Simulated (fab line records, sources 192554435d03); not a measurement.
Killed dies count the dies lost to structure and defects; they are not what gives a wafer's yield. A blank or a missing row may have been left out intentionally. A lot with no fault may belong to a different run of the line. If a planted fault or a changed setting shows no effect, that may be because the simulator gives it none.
Matching of chambers | flow n5 finfet | 3 sister chambers for N5_BEOL_M1_CO_CAP_55 on cvd co-02
The step material Co, precursor CCTBA/H2, target thk 2 nm, time 102.1 s. 22 wafers are shown with their chamber, then 11 later ones without.

EACH WAFER AND ITS CHAMBER
wafer  | chamber | heater power w (W)
L529.1 | 1       | 228
L529.3 | 2       | 240
L529.6 | 0       | 237
L530.1 | 2       | 238
L530.4 | 2       | 245
L530.6 | 1       | 227
L533.2 | 2       | 233
L533.4 | 0       | 240
L533.6 | 2       | 240
L532.1 | 1       | 227
L532.2 | 2       | 238
L532.5 | 1       | 225
L535.3 | 2       | 246
L535.5 | 2       | 243
L535.6 | 0       | 240
L536.1 | 1       | 223
L536.2 | 0       | 236
L536.5 | 1       | 228
L539.1 | 2       | 232
L539.2 | 1       | 226
L539.3 | 0       | 237
L546.1 | 0       | 233

SIGNATURES (averages over the wafers above)
reading        | chamber 0 | chamber 1 | chamber 2 | scatter within a chamber
heater power w | 237.17    | 226.29    | 239.44    | 3.57
Rule: for each reading, subtract the chamber's mean from the wafer's reading, divide by that reading's scatter and square the result; add these up over the readings and take the root, which gives the wafer's distance from the chamber. If the next closest chamber is less than 2 further off than the closest, the wafer can't be placed; otherwise it belongs to the closest. How the scatter is found: for the shown wafers, subtract from each reading the mean of its chamber, square and add these, divide the total by (wafers less chambers), then take the root.

WAFERS WITH NO CHAMBER GIVEN
wafer  | heater power w (W)
L546.2 | 237
L546.4 | 235
L547.2 | 224
L547.5 | 225
L547.6 | 235
L550.1 | 244
L550.2 | 223
L550.5 | 232
L551.1 | 240
L551.2 | 217
L551.5 | 239

CHAMBER TAKEN BY EACH
wafer  | from the rows above          | in truth
L546.2 | can't be placed: 0 or 2      | 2
L546.4 | can't be placed: 0 or 2 or 1 | 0
L547.2 | 1                            | 1
L547.5 | 1                            | 1
L547.6 | can't be placed: 0 or 2 or 1 | 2
L550.1 | can't be placed: 2 or 0      | 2
L550.2 | 1                            | 1
L550.5 | can't be placed: 0 or 1 or 2 | 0
L551.1 | can't be placed: 2 or 0      | 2
L551.2 | 1                            | 1
L551.5 | can't be placed: 2 or 0      | 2
Placed correctly: 4 of 11. From these rows, 7 cannot be placed; in 7 the true chamber is one of the candidates. Wrongly placed: 0.
